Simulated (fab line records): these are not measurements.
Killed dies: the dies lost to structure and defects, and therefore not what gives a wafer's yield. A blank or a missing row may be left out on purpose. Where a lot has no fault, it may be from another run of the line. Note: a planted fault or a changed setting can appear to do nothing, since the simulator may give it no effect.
Lot-split experiment    flow n5 finfet    7 lots, 39 wafers read, on a route of 1938 steps

## ON THE SPLIT
At N5_BEOL_M15_ETCH_61 (etches BARC in N2/H2, target depth 89 nm, overetch 26.7 nm, time 67.9 s), the setting time s was moved away from the recipe's 67.9 s on 18 of the 39 wafers read, by -56.9% to +59.6%. For the rest of the wafers, this setting stayed at what the recipe calls for.

Split to reading: the file shows no intervening step.

## THE READING
coat_of_BEOL_M15_COAT_22.thk nm (the simulator's own value, which no gauge read), in nm, at N5_BEOL_M15_TRENCH_ETCH_34 (etches SiO2 in C4F8/O2/Ar, target depth 872.93 nm, time 199 s). The file gives no usual value for it. Here, 21 wafers ran the recipe; their average is 542.7 nm with a standard deviation of 6 nm.

wafer   tool, chamber at the split  time s as run, s  against the recipe  coat_of_BEOL_M15_COAT_22.thk nm, nm  against lot-mates on the recipe
L077.1  rie diel-04, 2              67.9              recipe              547                                  -
L077.2  rie diel-04, 1              78.37             +15.4%              544.4                                -5.2
L077.3  rie diel-04, 0              67.9              recipe              548.6                                -
L077.4  rie diel-04, 3              67.9              recipe              553.2                                -
L077.5  rie diel-04, 1              78.37             +15.4%              545.4                                -4.2
L077.6  rie diel-04, 0              78.37             +15.4%              538.6                                -11.0
L078.1  rie diel-05, 1              67.9              recipe              542.6                                -
L078.2  rie diel-05, 2              84.1              +23.9%              527.8                                -13.9
L078.3  rie diel-05, 3              84.1              +23.9%              533                                  -8.7
L078.4  rie diel-05, 0              84.1              +23.9%              529                                  -12.7
L078.5  rie diel-05, 1              67.9              recipe              542.2                                -
L078.6  rie diel-05, 2              67.9              recipe              540.2                                -
L079.1  rie diel-05, 1              98.15             +44.6%              509                                  -33.5
L079.2  rie diel-05, 0              98.15             +44.6%              512.8                                -29.7
L079.5  rie diel-05, 0              98.15             +44.6%              512.8                                -29.7
L079.3  rie diel-05, 2              67.9              recipe              542.2                                -
L079.4  rie diel-05, 3              67.9              recipe              545.2                                -
L079.6  rie diel-05, 1              67.9              recipe              540.2                                -
L081.1  rie diel-05, 2              67.9              recipe              539.6                                -
L081.2  rie diel-05, 3              67.9              recipe              542.8                                -
L081.4  rie diel-05, 1              67.9              recipe              541.6                                -
L088.1  rie diel-03, 0              92.51             +36.2%              524.8                                -14.3
L088.2  rie diel-03, 3              67.9              recipe              539                                  -
L088.3  rie diel-03, 2              67.9              recipe              529.4                                -
L088.4  rie diel-03, 1              92.51             +36.2%              528                                  -11.1
L088.5  rie diel-03, 2              92.51             +36.2%              506.6                                -32.5
L088.6  rie diel-03, 1              67.9              recipe              548.8                                -
L090.1  rie diel-03, 0              108.4             +59.6%              511                                  -33.0
L090.2  rie diel-03, 3              108.4             +59.6%              503.2                                -40.8
L090.3  rie diel-03, 2              67.9              recipe              533.2                                -
L090.4  rie diel-03, 1              67.9              recipe              553.2                                -
L090.5  rie diel-03, 3              67.9              recipe              545.6                                -
L090.6  rie diel-03, 0              108.4             +59.6%              512.6                                -31.4
L091.1  rie diel-03, 3              29.28             -56.9%              578                                  +37.3
L091.2  rie diel-03, 1              67.9              recipe              547.2                                -
L091.3  rie diel-03, 0              29.28             -56.9%              580.6                                +39.9
L091.4  rie diel-03, 2              67.9              recipe              532.4                                -
L091.5  rie diel-03, 3              29.28             -56.9%              578.4                                +37.7
L091.6  rie diel-03, 0              67.9              recipe              542.4                                -

THE FIT
A straight line over all 39 wafers: coat_of_BEOL_M15_COAT_22.thk nm changes by -0.615 nm for each +1% of time s; r = -0.94; the points scatter about the line by 6.3 nm.
The same after taking each lot's own level away (the mean of its wafers on the recipe; 39 wafers): -0.628 nm for each +1%; r = -0.96; scatter 5.3 nm.
On that fit, the largest move of time s shifts the reading by 37 nm.
The span of the lots' own levels, 539.07 to 549.60 nm, comes to 1.8 times the standard deviation stated above.
The two slopes agree, so the slope changes little with the lot-to-lot level.
Check: for one of the wafers moved furthest among these (+59.6%), held out of the fit, the line's prediction against its lot-mates is -37 nm. It came out at -33 nm against them.

## THESE WAFERS: OTHER SPLITS
Before the reading, these wafers also passed through other splits. Each is held against what the fit with the lots' levels taken away leaves over:
other split on the same wafers            wafers away from the commonest value  r with coat_of_BEOL_M15_COAT_22.thk nm (lot level and that fit taken away)
N5_BEOL_M6_TRENCH_ETCH_37 target depth a  12                                    -0.17
N5_BEOL_M9_ETCH_66 target depth a         15                                    +0.09
N5_BEOL_M14_DEP_53 time s                 6                                     +0.01

## THE WHOLE CHAIN: every reading that the file lists as answering this split, in the file's order
step                        what it does                                                             reading                                                                           change (the file's fit)                r (the file's)
N5_BEOL_M15_ETCH_61         etches BARC in N2/H2, target depth 89 nm, overetch 26.7 nm, time 67.9 s  coat_of_BEOL_M15_COAT_22.thk nm (the simulator's own value, which no gauge read)  -0.638 nm for each +1% of the setting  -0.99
N5_BEOL_M15_ETCH_61         etches BARC in N2/H2, target depth 89 nm, overetch 26.7 nm, time 67.9 s  BEOL_M15.cd nm (the simulator's own value, which no gauge read)                   +0.121 nm for each +1% of the setting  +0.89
N5_BEOL_M15_TRENCH_ETCH_34  etches SiO2 in C4F8/O2/Ar, target depth 872.93 nm, time 199 s            coat_of_BEOL_M15_COAT_22.thk nm (the simulator's own value, which no gauge read)  -0.618 nm for each +1% of the setting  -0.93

## FILE'S OWN FIT
coat_of_BEOL_M15_COAT_22.thk nm changes by -0.618 nm for each +1% of time s, r = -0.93.
